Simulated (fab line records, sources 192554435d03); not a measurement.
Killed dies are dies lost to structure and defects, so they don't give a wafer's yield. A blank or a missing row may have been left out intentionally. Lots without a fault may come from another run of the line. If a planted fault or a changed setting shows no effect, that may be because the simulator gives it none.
Lot-split experiment -- flow n5_finfet -- 21 wafers read from 7 lots, route of 1938 steps

== ON THE SPLIT ==
At N5_BEOL_M9_EXPOSE_25 (exposes mask V8), the setting dose_mj was moved away from the recipe's 37.25 on 5 of the 21 wafers read, by -7.0% to +7.4%. The other wafers ran this setting at the recipe's value.

== FROM THE SPLIT TO THE READING: what the file shows between them, 2 steps ==
- N5_BEOL_M9_PEB_26: peb time 60 s
- N5_BEOL_M9_DEVELOP_27: develop time 30 s

== THE READING ==
Shown in nm: cd_nm at N5_BEOL_M9_CD_MEAS_28, with target cd 70 nm. Typical for fault-free wafers on this fab line: 69.94 nm, with standard deviation 0.27 nm.

wafer,"tool, chamber at the split",dose_mj as run,against the recipe,"cd_nm, nm",against lot-mates on the recipe
L078.2,"euv_scanner-02, 0",37.25,recipe,69.73,-
L078.4,"euv_scanner-02, 0",37.25,recipe,69.83,-
L078.5,"euv_scanner-02, 0",37.25,recipe,69.43,-
L080.2,"euv_scanner-02, 0",37.25,recipe,69.74,-
L080.3,"euv_scanner-02, 0",37.25,recipe,69.97,-
L080.6,"euv_scanner-02, 0",37.25,recipe,69.75,-
L083.2,"euv_scanner-01, 0",39.82,+6.9%,71.21,+1.56
L083.4,"euv_scanner-01, 0",37.25,recipe,69.65,-
L083.5,"euv_scanner-01, 0",39.82,+6.9%,71.29,+1.64
L085.1,"euv_scanner-01, 0",37.25,recipe,70.54,-
L085.4,"euv_scanner-01, 0",37.25,recipe,69.99,-
L085.6,"euv_scanner-01, 0",37.25,recipe,70.11,-
L086.4,"euv_scanner-01, 0",39.99,+7.4%,71.49,+1.73
L086.5,"euv_scanner-01, 0",37.25,recipe,69.76,-
L086.6,"euv_scanner-01, 0",39.99,+7.4%,71.40,+1.64
L091.3,"euv_scanner-02, 0",37.25,recipe,70.36,-
L091.4,"euv_scanner-02, 0",34.66,-7.0%,68.08,-2.20
L091.6,"euv_scanner-02, 0",37.25,recipe,70.20,-
L095.1,"euv_scanner-01, 0",37.25,recipe,70.21,-
L095.2,"euv_scanner-01, 0",37.25,recipe,69.98,-
L095.3,"euv_scanner-01, 0",37.25,recipe,69.97,-

THE FIT
A straight line over all 21 wafers: cd_nm changes by +0.214 nm for each +1% of dose_mj; r = +0.94; the points scatter about the line by 0.27 nm.
The same after taking each lot's own level away (the mean of its wafers on the recipe; 21 wafers): +0.251 nm for each +1%; r = +0.98; scatter 0.18 nm.
The reading moves by 1.8 nm for the largest change in dose_mj, on that fit.
From 69.650 to 70.280 nm: that is the span of the lots' own levels, equal to 2.3 times the standard deviation above.
So the lot-to-lot level changes the slope: the two fits differ.
Check: with one of the wafers moved furthest among these (+7.4%) left out of the fit, the line predicts +1.82 nm for it against its lot-mates. Against them it came out at +1.73 nm.

== THESE WAFERS: OTHER SPLITS ==
Other splits were also applied to these wafers ahead of the reading. Each is held against what the fit with the lots' levels taken away leaves over:
other split on the same wafers,wafers away from the commonest value,r with cd_nm (lot level and that fit taken away)
N5_BEOL_M7_DESCUM_33 time_s,7,+0.18
N5_BEOL_M7_TRENCH_ETCH_37 bias_w,13,+0.22

== THE FILE'S OWN FIT ==
cd_nm changes by +0.258 nm for each +1% of dose_mj, r = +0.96.
